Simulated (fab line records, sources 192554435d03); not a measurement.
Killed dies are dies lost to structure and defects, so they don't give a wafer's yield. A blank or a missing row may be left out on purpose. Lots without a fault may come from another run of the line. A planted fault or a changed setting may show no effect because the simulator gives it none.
Chamber matching | flow n5_finfet | N5_BEOL_M10_CURE_72 on uv_cure-01: 3 sister chambers
The step cures SiCOH lowk, time 120 s. 18 wafers are shown with their chamber, then 9 later ones without.

WAFERS WITH THEIR CHAMBER
wafer  | chamber | wafer_temp_C_max | lamp_power_pct (%)
L074.3 | 1       | 371.7            | 52.33
L074.4 | 1       | 371.6            | 52.26
L074.6 | 1       | 372.5            | 52.33
L079.3 | 1       | 372.4            | 52.43
L079.4 | 1       | 371.8            | 52.25
L079.6 | 1       | 372.9            | 52.32
L083.4 | 0       | 371.5            | 52.22
L083.5 | 0       | 371.1            | 52.28
L083.6 | 0       | 371.2            | 52.36
L090.1 | 0       | 371.3            | 52.30
L090.3 | 0       | 371.2            | 52.35
L090.5 | 0       | 371.1            | 52.31
L092.1 | 2       | 371.1            | 52.37
L092.3 | 2       | 371.2            | 52.34
L092.4 | 2       | 371.5            | 52.24
L093.1 | 0       | 370.9            | 52.31
L093.5 | 0       | 371.4            | 52.43
L093.6 | 0       | 371.2            | 52.28

SIGNATURES (means of the wafers above)
reading          | chamber 0 | chamber 1 | chamber 2 | scatter within a chamber
wafer_temp_C_max | 371.211   | 372.150   | 371.267   | 0.338
lamp_power_pct   | 52.3156   | 52.3200   | 52.3167   | 0.0623
Rule: a wafer's distance from a chamber is the root of the sum, over the readings, of the square of ((its reading less the chamber's mean) divided by the reading's scatter). The wafer belongs to the nearest chamber; if the next one is less than 2 further off, it can't be placed. The scatter: the root of (the sum of the squares of (reading less its chamber's mean) over the shown wafers, divided by (wafers less chambers)).

WAFERS WITHOUT THEIR CHAMBER
wafer  | wafer_temp_C_max | lamp_power_pct (%)
L095.1 | 371.2            | 52.29
L095.2 | 371.2            | 52.39
L095.4 | 371.3            | 52.34
L094.2 | 371.1            | 52.25
L094.3 | 370.8            | 52.34
L094.5 | 370.4            | 52.23
L096.4 | 372.0            | 52.39
L096.5 | 372.4            | 52.23
L096.6 | 373.0            | 52.32

WHICH CHAMBER EACH WENT THROUGH
wafer  | from the rows above          | in truth
L095.1 | can't be placed: 0 or 2      | 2
L095.2 | can't be placed: 2 or 0 or 1 | 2
L095.4 | can't be placed: 2 or 0      | 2
L094.2 | can't be placed: 0 or 2      | 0
L094.3 | can't be placed: 0 or 2      | 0
L094.5 | can't be placed: 0 or 2      | 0
L096.4 | can't be placed: 1 or 2 or 0 | 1
L096.5 | 1                            | 1
L096.6 | 1                            | 1
Placed correctly: 2 of 9. Can't be placed from these rows: 7 (the true chamber is among the candidates in 7). Placed wrongly: 0.
